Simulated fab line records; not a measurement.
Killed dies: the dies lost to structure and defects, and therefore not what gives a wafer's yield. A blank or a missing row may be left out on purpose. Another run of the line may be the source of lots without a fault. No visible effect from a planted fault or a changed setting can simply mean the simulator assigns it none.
Which tool did it?    flow n5 finfet    Sampling: 10 lots, 27 wafers, 4 of 1938 route steps

## WHAT THE GAUGES SHOWED, per wafer
N5_WELL_APT_CD_MEAS_08: the cd target is 200 nm.
lot   measured     on         cd nm (nm)
L476  day 1 13:55  cd sem-03  200.0 199.3 200.5
L478  day 2 01:41  cd sem-03  200.7 200.7 200.2
L483  day 3 07:41  cd sem-03  197.4 199.6 201.4
L484  day 3 13:41  cd sem-03  206.4 205.7
L486  day 4 01:49  cd sem-01  198.6 207.5
L487  day 4 07:49  cd sem-02  200.8 207.2
L490  day 5 01:52  cd sem-01  198.8 200.4 197.7
L495  day 6 08:01  cd sem-03  199.4 199.6 198.8
L496  day 6 14:01  cd sem-02  197.8 201.0 198.9
L499  day 7 07:56  cd sem-01  197.8 198.2 197.6

## WHAT TOOL EACH LOT RAN ON (gives the tool, then ch and the chambers of the sampled wafers, and finally the start)
lot   N5_ZERO_LAYER_DESCUM_16            N5_ZERO_LAYER_STRIP_24               N5_WELL_APT_PEB_06
L476  rie diel-06 ch 0,1, day 1 13:02    plasma asher-01 ch 0,1, day 1 13:16  litho track-03 ch 0, day 1 13:48
L478  rie diel-06 ch 0,1,2, day 2 00:49  plasma asher-02 ch 0,1, day 2 01:02  litho track-01 ch 0, day 2 01:34
L483  rie diel-03 ch 0,1,3, day 3 06:41  plasma asher-01 ch 0,1, day 3 06:53  litho track-01 ch 0, day 3 07:34
L484  rie diel-01 ch 3, day 3 12:49      plasma asher-01 ch 0,1, day 3 13:02  litho track-01 ch 0, day 3 13:34
L486  rie diel-03 ch 0,1, day 4 00:49    plasma asher-02 ch 0,1, day 4 01:04  litho track-01 ch 0, day 4 01:41
L487  rie diel-06 ch 2,3, day 4 06:49    plasma asher-02 ch 0, day 4 07:01    litho track-01 ch 0, day 4 07:42
L490  rie diel-03 ch 0,1, day 5 00:49    plasma asher-01 ch 0,1, day 5 01:04  litho track-04 ch 0, day 5 01:45
L495  rie diel-01 ch 0,2,3, day 6 06:59  plasma asher-01 ch 0,1, day 6 07:12  litho track-04 ch 0, day 6 07:53
L496  rie diel-01 ch 1,3, day 6 13:07    plasma asher-02 ch 0,1, day 6 13:19  litho track-04 ch 0, day 6 13:54
L499  rie diel-06 ch 1,2,3, day 7 06:56  plasma asher-01 ch 0,1, day 7 07:10  litho track-03 ch 0, day 7 07:49
- N5_ZERO_LAYER_DESCUM_16: chemistry O2, time 7.9 s.
- N5_ZERO_LAYER_STRIP_24: strips in O2.
- N5_WELL_APT_PEB_06: peb time 90 s.

## THE ANSWER, worked out from the rows above alone
Rule: the usual values come from the lots themselves. The widest of any qualifying gaps counts: lots, ordered by their means at a reading, are off when they make up no more than a third of the lots, leave a main group of 4 or more, and stand apart from it by 3 or more times the standard deviation of that group's means. A main group whose means are all the same, to the digits that the tables above print for the reading, isn't used. Also off: a lot with no number at a reading for which 4 or more lots have one. Where the step has rows for the other lots, those lots are counted as sound.
Off: L484, L486, L487, at N5_WELL_APT_CD_MEAS_08 (cd nm). Mean 199.3 nm and standard deviation 0.77 in the main group.
A tool fits if, at a process step before that reading, it ran every lot that is off, and no sound lot after the first of them. Gauges at N5_WELL_APT_CD_MEAS_08: tried the same way as those tools. One fits: N5_WELL_APT_PEB_06 on litho track-01. A fault onset in the window from L483 (day 3 07:34, its last sound lot) to L484 (day 3 13:34, its first lot off) fits.

## WHAT THE SIMULATOR HAD PUT IN
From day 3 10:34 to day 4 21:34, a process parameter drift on litho track-01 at N5_WELL_APT_PEB_06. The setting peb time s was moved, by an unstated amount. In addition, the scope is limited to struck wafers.
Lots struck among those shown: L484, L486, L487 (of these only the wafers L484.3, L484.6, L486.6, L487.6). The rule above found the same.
